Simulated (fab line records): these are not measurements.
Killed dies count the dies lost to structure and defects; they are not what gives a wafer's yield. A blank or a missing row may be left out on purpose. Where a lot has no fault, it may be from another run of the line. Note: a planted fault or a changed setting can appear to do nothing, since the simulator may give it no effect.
3 desks, one fault -- flow n5-finfet -- numbers are kept per desk, each desk with only its own; the story behind them comes last

## THE METROLOGY DESK
Means of the sampled wafers that have a number, per lot and without regard to the tool the lot ran on: this is what the gauges read. A lot is out of limits, marked OUT, if its mean lies more than 4 standard deviations from the usual mean; the brackets give that distance. Of its 10 readings 7 are shown: those that lie furthest out on some lot.
Columns: A = DIBL_N at N5_BEOL_M4_RC_MEAS_101, usual 36.2 mV/V; B = DIBL_P at N5_BEOL_M4_RC_MEAS_101, usual 36.1 mV/V; C = IOFF_N at N5_BEOL_M4_RC_MEAS_101, usual 0.16 nA/um; D = IOFF_P at N5_BEOL_M4_RC_MEAS_101, usual 0.22 nA/um; E = ION_N at N5_BEOL_M4_RC_MEAS_101, usual 675 uA/um; F = VT_N at N5_BEOL_M4_RC_MEAS_101, usual 250 mV; G = VT_P at N5_BEOL_M4_RC_MEAS_101, usual -249 mV
lot,first seen here,A,B,C,D,E,F,G
L633,day 8 06:53,37.1,35.7,0.18,0.21,683,248,-250
L636,day 9 04:14,35.2,34.2,0.15,0.21,678,248,-250
L643,day 10 11:17,37.1,36.2,0.16,0.20,685,247,-250
L644,day 11 05:14,32.3,31.6,0.11,0.19,654,255,-249
L652,day 13 05:05,36.9,37.1,0.17,0.22,677,251,-250
L656,day 14 03:17,33.8,33.7,0.12,0.16,670,256,-255
This desk's finding: nothing out of limits on any of the 6 lots.

## THE DEFECT DESK
Per lot, the means of the sampled wafers with a number show what the inspections along the route counted. A lot is out of limits, marked OUT, if its mean lies more than 4 standard deviations from the usual mean; the brackets give that distance.
Columns: A = raw-defect-count at N5_MOL_CONTACT_COAG_INSPECT_42, usual 220
lot,first seen here,A
L633,day 5 09:29,204
L636,day 6 01:57,220
L643,day 7 20:50,148
L644,day 8 06:40,239
L652,day 9 22:11,211
L656,day 11 00:08,230
This desk's finding: nothing out of limits on any of the 6 lots.

## FOR THE TOOL OWNER'S DESK: rie-diel-03
The tool's own readings at N5_MOL_CONTACT_COAG_ETCH_124 (etches SiNx in CH3F/O2, stops on SiOC, target depth 6.5 nm): means of the sampled wafers that have a number, for each lot that ran on this tool. A lot is out of limits, marked OUT, if its mean lies more than 4 standard deviations from the usual mean; the brackets give that distance.
Columns: A = chamber-pressure-mTorr at N5_MOL_CONTACT_COAG_ETCH_124, usual 29.998 mTorr; B = drypump-motor-current-A at N5_MOL_CONTACT_COAG_ETCH_124, usual 5.6 A; C = oes-product-au at N5_MOL_CONTACT_COAG_ETCH_124, usual 0.67 a.u.; D = rf-vpp-V at N5_MOL_CONTACT_COAG_ETCH_124, usual 293 V; E = showerhead-plenum-p-Torr at N5_MOL_CONTACT_COAG_ETCH_124, usual 1.98 Torr; F = throttle-valve-pct at N5_MOL_CONTACT_COAG_ETCH_124, usual 16.2 %
lot,first seen here,A,B,C,D,E,F
L636,day 6 02:50,30.004,5.5,0.74,299,2.01,16.0
L643,day 7 21:22,29.993,5.4,0.72,292,2.01,16.2
L644,day 8 07:17,29.993,5.5,0.71,298,2.00,16.0
This desk's finding: nothing out of limits on any of the 3 lots.

## BROUGHT TOGETHER
At the metrology desk, nothing out of limits was observed.
No out-of-limits result turned up at the defect desk.
Nothing out of limits was seen by the tool owner's desk.

## WHAT THE SIMULATOR PUT IN
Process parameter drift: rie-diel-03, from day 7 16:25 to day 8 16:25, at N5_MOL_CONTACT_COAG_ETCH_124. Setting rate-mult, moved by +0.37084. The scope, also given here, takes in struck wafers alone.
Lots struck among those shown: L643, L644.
